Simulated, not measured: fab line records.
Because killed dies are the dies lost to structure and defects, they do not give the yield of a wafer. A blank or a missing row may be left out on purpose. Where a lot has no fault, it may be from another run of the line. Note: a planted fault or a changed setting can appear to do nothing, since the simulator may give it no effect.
Which tool was responsible? + flow n5_finfet + 7 lots, 17 wafers sampled, at 8 steps of a route of 1938

== WHAT THE GAUGES READ, wafer by wafer ==
N5_BEOL_M0_SAQP_INSPECT_16: inspects for defects (brightfield). Usual: 505 for raw_defect_count, sd 140.
| lot  | measured     | on                | raw_defect_count | flag |
|------|--------------|-------------------|------------------|------|
| L625 | day 6 00:15  | defect_inspect-01 | 309 641          |      |
| L623 | day 6 12:46  | defect_inspect-02 | 811 750 635      |      |
| L627 | day 6 14:54  | defect_inspect-02 | 559 525 449      |      |
| L631 | day 7 16:28  | defect_inspect-02 | 402 463          |      |
| L633 | day 8 03:23  | defect_inspect-02 | 740 701 949      |      |
| L638 | day 9 06:29  | defect_inspect-01 | 473 508          |      |
| L643 | day 10 09:08 | defect_inspect-02 | 496 412          |      |

N5_BEOL_M0_SAQP_CD_MEAS_25 targets a cd of 13.1 nm. Usual: 12.79 nm for cd_nm, sd 0.24.
| lot  | measured     | on        | cd_nm (nm)        | flag |
|------|--------------|-----------|-------------------|------|
| L625 | day 6 02:11  | cd_sem-03 | 12.80 12.84       |      |
| L623 | day 6 14:25  | cd_sem-03 | 12.97 12.81 12.52 |      |
| L627 | day 6 17:08  | cd_sem-03 | 12.92 12.64 12.76 |      |
| L631 | day 7 18:15  | cd_sem-03 | 13.13 12.43       |      |
| L633 | day 8 05:08  | cd_sem-03 | 12.61 12.67 -     |      |
| L638 | day 9 08:40  | cd_sem-03 | 12.40 12.66       |      |
| L643 | day 10 11:07 | cd_sem-01 | 12.42 12.59       |      |

N5_BEOL_M4_RC_MEAS_101. Usual: DIBL_N 36.9 mV/V, standard deviation 2.1; DIBL_P 37.1 mV/V, standard deviation 2.5; IOFF_N 0.17 nA/um, standard deviation 0.039; IOFF_P 0.23 nA/um, standard deviation 0.043; ION_N 673 uA/um, standard deviation 15; ION_P 462 uA/um, standard deviation 9.1; SS_N 71.8 mV/dec, standard deviation 0.69; SS_P 73.6 mV/dec, standard deviation 0.74; VT_N 250 mV, standard deviation 3.6; VT_P -249.7 mV, standard deviation 2.9.
| lot  | measured     | on        | DIBL_N (mV/V)  | DIBL_P (mV/V)  | IOFF_N (nA/um) | IOFF_P (nA/um) | ION_N (uA/um) | ION_P (uA/um) | SS_N (mV/dec)  | SS_P (mV/dec)  | VT_N (mV)   | VT_P (mV)            | flag |
|------|--------------|-----------|----------------|----------------|----------------|----------------|---------------|---------------|----------------|----------------|-------------|----------------------|------|
| L625 | day 8 13:13  | prober-02 | 40.9 39.4      | 43.9 41.2      | 0.29 0.23      | 0.35 0.29      | 703 682       | 476 461       | 72.5 72.1      | 75.0 74.2      | 241 245     | -245.6 -245.4        |      |
| L623 | day 8 17:35  | prober-01 | 37.9 39.5 37.5 | 37.0 40.3 36.5 | 0.18 0.22 0.16 | 0.19 0.23 0.17 | 674 687 664   | 447 456 444   | 71.8 71.9 72.2 | 73.2 74.3 73.8 | 248 247 253 | -249.9 -250.1 -252.8 |      |
| L627 | day 9 05:56  | prober-02 | 35.4 34.6 37.6 | 35.1 34.5 37.6 | 0.14 0.14 0.18 | 0.20 0.19 0.22 | 662 659 683   | 456 451 469   | 71.9 72.0 72.3 | 74.4 73.8 74.3 | 255 254 251 | -251.6 -250.6 -250.2 |      |
| L631 | day 10 02:35 | prober-02 | 34.7 37.2      | 36.2 38.4      | 0.14 0.19      | 0.21 0.25      | 661 668       | 459 466       | 71.6 72.7      | 73.8 74.6      | 252 249     | -247.3 -244.8        |      |
| L633 | day 10 14:08 | prober-02 | 35.7 33.3      | 36.2 32.3      | 0.15 0.12      | 0.23 0.17      | 671 657       | 473 459       | 71.8 70.3      | 74.2 73.5      | 254 255     | -250.8 -253.7        |      |
| L638 | day 11 19:59 | prober-02 | 39.5 37.3      | 38.7 38.4      | 0.20 0.16      | 0.21 0.21      | 673 678       | 460 463       | 72.6 71.5      | 74.1 73.8      | 250 250     | -253.2 -253.3        |      |
| L643 | day 12 20:01 | prober-02 | 35.4 37.2      | 36.7 37.4      | 0.15 0.17      | 0.21 0.22      | 682 679       | 469 463       | 71.2 71.5      | 73.3 74.3      | 250 250     | -251.0 -249.4        |      |

== EACH LOT AND THE TOOL THAT RAN IT (in order: tool; ch and the chambers of the sampled wafers; start) ==
| lot  | N5_BEOL_M0_SAQP_STRIP_86          | N5_BEOL_M0_SAQP_SPACER1_ETCHBACK_99 | N5_BEOL_M0_SAQP_MANDREL1_REMOVE_100 | N5_BEOL_M0_SAQP_ETCH_101          | N5_BEOL_M0_SAQP_SPACER2_ETCHBACK_27 |
|------|-----------------------------------|-------------------------------------|-------------------------------------|-----------------------------------|-------------------------------------|
| L625 | rie_diel-04 ch 1,2, day 6 00:44   | rie_diel-04 ch 1,3, day 6 01:59     | rie_si-06 ch 2,3, day 6 02:04       | rie_diel-01 ch 1,2, day 6 02:13   | rie_diel-02 ch 0,1, day 6 04:30     |
| L623 | rie_diel-02 ch 1,3, day 6 13:10   | rie_diel-02 ch 2,3, day 6 14:13     | rie_si-04 ch 0,2,3, day 6 14:18     | rie_diel-04 ch 1,3, day 6 14:32   | rie_diel-04 ch 1,2, day 6 16:26     |
| L627 | rie_diel-01 ch 1,2, day 6 15:56   | rie_diel-04 ch 1,2,3, day 6 16:58   | rie_si-04 ch 2,3, day 6 17:01       | rie_diel-02 ch 0,3, day 6 17:15   | rie_diel-04 ch 1,2,3, day 6 19:04   |
| L631 | rie_diel-02 ch 2, day 7 16:55     | rie_diel-02 ch 0,2, day 7 18:03     | rie_si-02 ch 1,2, day 7 18:08       | rie_diel-02 ch 0,3, day 7 18:17   | rie_diel-04 ch 0,1, day 7 20:05     |
| L633 | rie_diel-01 ch 0,1,3, day 8 03:50 | rie_diel-04 ch 1,2,3, day 8 04:56   | rie_si-04 ch 1,2,3, day 8 05:01     | rie_diel-04 ch 0,2,3, day 8 05:11 | rie_diel-02 ch 2,3, day 8 07:41     |
| L638 | rie_diel-04 ch 2, day 9 06:53     | rie_diel-01 ch 2,3, day 9 08:28     | rie_si-04 ch 1, day 9 08:34         | rie_diel-04 ch 3, day 9 08:43     | rie_diel-02 ch 0, day 9 10:31       |
| L643 | rie_diel-04 ch 1,2, day 10 09:53  | rie_diel-01 ch 1,3, day 10 10:55    | rie_si-04 ch 0,1, day 10 11:00      | rie_diel-01 ch 0,3, day 10 11:26  | rie_diel-01 ch 0,1, day 10 13:14    |
- N5_BEOL_M0_SAQP_STRIP_86: strips in N2/H2.
- N5_BEOL_M0_SAQP_SPACER1_ETCHBACK_99: etches SiO2 in CHF3/O2, target depth 15.4 nm, time 7.7 s.
- N5_BEOL_M0_SAQP_MANDREL1_REMOVE_100: chemistry HBr/Cl2/O2, target a-Si, stops on SiNx, bt time 10 s.
- N5_BEOL_M0_SAQP_ETCH_101: etches SiNx in CH3F/O2, target depth 29.9 nm, time 42.7 s.
- N5_BEOL_M0_SAQP_SPACER2_ETCHBACK_27: etches SiO2 in CHF3/O2, target depth 22.5 nm, time 11.25 s.

== WHAT THE TOOLS THEMSELVES READ (means of the sampled wafers that have a number; where no wafer has one, the mark that the record gives instead) ==
N5_BEOL_M0_SAQP_STRIP_86. Usual: chamber_pressure_mTorr 49.99 mTorr, standard deviation 0.078; drypump_motor_current_A 5.9 A, standard deviation 0.56; oes_product_au 0.79 a.u., standard deviation 0.077; rf_vpp_V 121.8 V, standard deviation 1.7; showerhead_plenum_p_Torr 3.36 Torr, standard deviation 0.11; throttle_valve_pct 18.9 %, standard deviation 0.36.
| lot  | tool        | chamber_pressure_mTorr (mTorr) | drypump_motor_current_A (A) | oes_product_au (a.u.) | rf_vpp_V (V) | showerhead_plenum_p_Torr (Torr) | throttle_valve_pct (%) | flag |
|------|-------------|--------------------------------|-----------------------------|-----------------------|--------------|---------------------------------|------------------------|------|
| L625 | rie_diel-04 | 50.05                          | 5.4                         | 0.83                  | 121.2        | 3.34                            | 18.9                   |      |
| L623 | rie_diel-02 | 50.05                          | 5.6                         | 0.74                  | 121.7        | 3.36                            | 19.0                   |      |
| L627 | rie_diel-01 | 49.95                          | 6.7                         | 0.84                  | 122.2        | 3.32                            | 18.9                   |      |
| L631 | rie_diel-02 | 49.94                          | 6.2                         | 0.92                  | 122.3        | 3.55                            | 18.6                   |      |
| L633 | rie_diel-01 | 49.96                          | 5.9                         | 0.84                  | 120.5        | 3.33                            | 18.6                   |      |
| L638 | rie_diel-04 | 49.90                          | 5.7                         | 0.73                  | 119.5        | 3.22                            | 18.6                   |      |
| L643 | rie_diel-04 | 50.01                          | 5.3                         | 0.78                  | 121.2        | 3.33                            | 18.9                   |      |

N5_BEOL_M0_SAQP_SPACER1_ETCHBACK_99. Usual: CHF3_flow_sccm 50.01 sccm, standard deviation 0.16; O2_flow_sccm 5.000 sccm, standard deviation 0.015; chamber_pressure_mTorr 30.001 mTorr, standard deviation 0.026; drypump_motor_current_A 5.9 A, standard deviation 0.56; oes_ar_750_au 0.80 a.u., standard deviation 0.082; oes_product_au 0.80 a.u., standard deviation 0.082; rf_vpp_V 523 V, standard deviation 16; showerhead_plenum_p_Torr 2.41 Torr, standard deviation 0.083; throttle_valve_pct 18.79 %, standard deviation 0.26.
| lot  | tool        | CHF3_flow_sccm (sccm) | O2_flow_sccm (sccm) | chamber_pressure_mTorr (mTorr) | drypump_motor_current_A (A) | oes_ar_750_au (a.u.) | oes_product_au (a.u.) | rf_vpp_V (V) | showerhead_plenum_p_Torr (Torr) | throttle_valve_pct (%) | flag |
|------|-------------|-----------------------|---------------------|--------------------------------|-----------------------------|----------------------|-----------------------|--------------|---------------------------------|------------------------|------|
| L625 | rie_diel-04 | 49.90                 | 5.008               | 29.971                         | 5.8                         | 0.88                 | 0.87                  | 520          | 2.40                            | 18.69                  |      |
| L623 | rie_diel-02 | 50.08                 | 4.988               | 30.009                         | 6.1                         | 0.79                 | 0.80                  | 528          | 2.46                            | 19.01                  |      |
| L627 | rie_diel-04 | 50.19                 | 5.006               | 30.006                         | 5.8                         | 0.83                 | 0.82                  | 522          | 2.36                            | 18.68                  |      |
| L631 | rie_diel-02 | 49.78                 | 5.015               | 30.002                         | 5.9                         | 0.80                 | 0.80                  | 504          | 2.51                            | 18.95                  |      |
| L633 | rie_diel-04 | 50.15                 | 4.999               | 30.009                         | 5.8                         | 0.81                 | 0.73                  | 523          | 2.36                            | 18.69                  |      |
| L638 | rie_diel-01 | 49.89                 | 5.019               | 30.044                         | 6.5                         | 0.74                 | 0.76                  | 522          | 2.34                            | 18.51                  |      |
| L643 | rie_diel-01 | 50.09                 | 4.992               | 29.982                         | 6.3                         | 0.79                 | 0.79                  | 506          | 2.42                            | 18.87                  |      |

N5_BEOL_M0_SAQP_MANDREL1_REMOVE_100. Usual: O2_flow_sccm 5.000 sccm, standard deviation 0.016; chamber_pressure_mTorr 10.000 mTorr, standard deviation 0.009; drypump_motor_current_A 5.6 A, standard deviation 0.46; he_backside_leak_sccm 2.8 sccm, standard deviation 0.39; mfc_cl2_sccm 80.01 sccm, standard deviation 0.26; oes_product_au 1.003 a.u., standard deviation 0.018; throttle_valve_pct 36.6 %, standard deviation 0.51.
| lot  | tool      | O2_flow_sccm (sccm) | chamber_pressure_mTorr (mTorr) | drypump_motor_current_A (A) | he_backside_leak_sccm (sccm) | mfc_cl2_sccm (sccm) | oes_product_au (a.u.) | throttle_valve_pct (%) | flag |
|------|-----------|---------------------|--------------------------------|-----------------------------|------------------------------|---------------------|-----------------------|------------------------|------|
| L625 | rie_si-06 | 4.984               | 10.003                         | 4.8                         | 2.6                          | 79.92               | 1.012                 | 36.8                   |      |
| L623 | rie_si-04 | 4.990               | 10.006                         | 6.1                         | 2.9                          | 79.89               | 1.006                 | 36.8                   |      |
| L627 | rie_si-04 | 4.993               | 9.996                          | 6.0                         | 3.1                          | 80.19               | 1.009                 | 36.9                   |      |
| L631 | rie_si-02 | 5.001               | 9.998                          | 5.3                         | 2.8                          | 79.99               | 0.991                 | 36.6                   |      |
| L633 | rie_si-04 | 5.001               | 9.998                          | 6.0                         | 2.9                          | 80.27               | 0.851                 | 36.4                   | OFF  |
| L638 | rie_si-04 | 4.995               | 9.992                          | 6.0                         | 2.5                          | 80.18               | 1.026                 | 35.7                   |      |
| L643 | rie_si-04 | 4.992               | 9.998                          | 6.2                         | 2.5                          | 80.14               | 1.016                 | 36.3                   |      |

N5_BEOL_M0_SAQP_ETCH_101. Usual: CH3F_flow_sccm 30.00 sccm, standard deviation 0.085; O2_flow_sccm 20.00 sccm, standard deviation 0.055; chamber_pressure_mTorr 30.003 mTorr, standard deviation 0.026; drypump_motor_current_A 5.9 A, standard deviation 0.58; oes_ar_750_au 0.80 a.u., standard deviation 0.082; oes_product_au 0.80 a.u., standard deviation 0.081; rf_vpp_V 296 V, standard deviation 8.5; showerhead_plenum_p_Torr 1.99 Torr, standard deviation 0.067; throttle_valve_pct 16.23 %, standard deviation 0.24.
| lot  | tool        | CH3F_flow_sccm (sccm) | O2_flow_sccm (sccm) | chamber_pressure_mTorr (mTorr) | drypump_motor_current_A (A) | oes_ar_750_au (a.u.) | oes_product_au (a.u.) | rf_vpp_V (V) | showerhead_plenum_p_Torr (Torr) | throttle_valve_pct (%) | flag |
|------|-------------|-----------------------|---------------------|--------------------------------|-----------------------------|----------------------|-----------------------|--------------|---------------------------------|------------------------|------|
| L625 | rie_diel-01 | 29.95                 | 19.96               | 29.997                         | 6.6                         | 0.84                 | 0.84                  | 291          | 1.98                            | 16.18                  |      |
| L623 | rie_diel-04 | 29.99                 | 20.01               | 30.008                         | 6.1                         | 0.85                 | 0.84                  | 295          | 1.96                            | 16.12                  |      |
| L627 | rie_diel-02 | 30.03                 | 19.93               | 30.030                         | 5.7                         | 0.71                 | 0.70                  | 290          | 2.03                            | 16.66                  |      |
| L631 | rie_diel-02 | 29.97                 | 20.01               | 29.986                         | 5.8                         | 0.70                 | 0.70                  | 292          | 2.02                            | 16.66                  |      |
| L633 | rie_diel-04 | 30.19                 | 20.01               | 30.006                         | 6.1                         | 0.75                 | 0.64                  | 306          | 1.96                            | 16.20                  |      |
| L638 | rie_diel-04 | 30.05                 | 20.05               | 30.000                         | 6.7                         | 0.79                 | 0.81                  | 298          | 1.91                            | 16.09                  |      |
| L643 | rie_diel-01 | 30.05                 | 19.95               | 30.004                         | 5.7                         | 0.78                 | 0.78                  | 296          | 1.96                            | 16.04                  |      |

N5_BEOL_M0_SAQP_SPACER2_ETCHBACK_27. Usual: CHF3_flow_sccm 49.98 sccm, standard deviation 0.14; O2_flow_sccm 5.001 sccm, standard deviation 0.015; chamber_pressure_mTorr 29.999 mTorr, standard deviation 0.028; drypump_motor_current_A 5.9 A, standard deviation 0.57; oes_ar_750_au 0.80 a.u., standard deviation 0.078; oes_product_au 0.80 a.u., standard deviation 0.078; rf_vpp_V 522 V, standard deviation 15; showerhead_plenum_p_Torr 2.40 Torr, standard deviation 0.08; throttle_valve_pct 18.77 %, standard deviation 0.24.
| lot  | tool        | CHF3_flow_sccm (sccm) | O2_flow_sccm (sccm) | chamber_pressure_mTorr (mTorr) | drypump_motor_current_A (A) | oes_ar_750_au (a.u.) | oes_product_au (a.u.) | rf_vpp_V (V) | showerhead_plenum_p_Torr (Torr) | throttle_valve_pct (%) | flag |
|------|-------------|-----------------------|---------------------|--------------------------------|-----------------------------|----------------------|-----------------------|--------------|---------------------------------|------------------------|------|
| L625 | rie_diel-02 | 49.90                 | 5.018               | 29.993                         | 5.4                         | 0.74                 | 0.72                  | 510          | 2.44                            | 19.00                  |      |
| L623 | rie_diel-04 | 49.90                 | 5.000               | 30.024                         | 5.2                         | 0.87                 | 0.85                  | 519          | 2.41                            | 18.79                  |      |
| L627 | rie_diel-04 | 49.97                 | 5.006               | 29.969                         | 5.8                         | 0.83                 | 0.81                  | 523          | 2.36                            | 18.69                  |      |
| L631 | rie_diel-04 | 49.95                 | 4.998               | 30.010                         | 5.5                         | 0.82                 | 0.81                  | 537          | 2.48                            | 18.93                  |      |
| L633 | rie_diel-02 | 50.01                 | 4.987               | 30.012                         | 6.1                         | 0.83                 | 0.84                  | 521          | 2.50                            | 18.86                  |      |
| L638 | rie_diel-02 | 49.86                 | 5.005               | 29.979                         | 5.5                         | 0.96                 | 0.95                  | 496          | 2.46                            | 18.82                  |      |
| L643 | rie_diel-01 | 49.96                 | 5.007               | 29.994                         | 5.7                         | 0.85                 | 0.86                  | 513          | 2.40                            | 18.79                  |      |

== THE ANSWER, worked out from the rows above alone ==
Rule: a lot counts as off when the mean over its wafers that have a number is more than 3 standard deviations away from the usual mean. A lot without any number at a reading at which 4 lots or more have one is off too. Any other lot the step has rows for is counted as sound. First the gauges in route order, then the tools' own readings, where a lot's mean is used as printed above. At the first step where some lot is off, the reading lying furthest off is the one used; lots without a number count as furthest.
Off: L633 (N5_BEOL_M0_SAQP_MANDREL1_REMOVE_100, oes_product_au).
If a tool, at that step or one of the process steps before it, ran each lot that is off and ran no sound lot following the first of them, it fits. Undecided on this evidence; 2 tools fit (rie_diel-01 at N5_BEOL_M0_SAQP_STRIP_86, rie_diel-04 at N5_BEOL_M0_SAQP_SPACER1_ETCHBACK_99).

== WHAT THE SIMULATOR HAD INSERTED ==
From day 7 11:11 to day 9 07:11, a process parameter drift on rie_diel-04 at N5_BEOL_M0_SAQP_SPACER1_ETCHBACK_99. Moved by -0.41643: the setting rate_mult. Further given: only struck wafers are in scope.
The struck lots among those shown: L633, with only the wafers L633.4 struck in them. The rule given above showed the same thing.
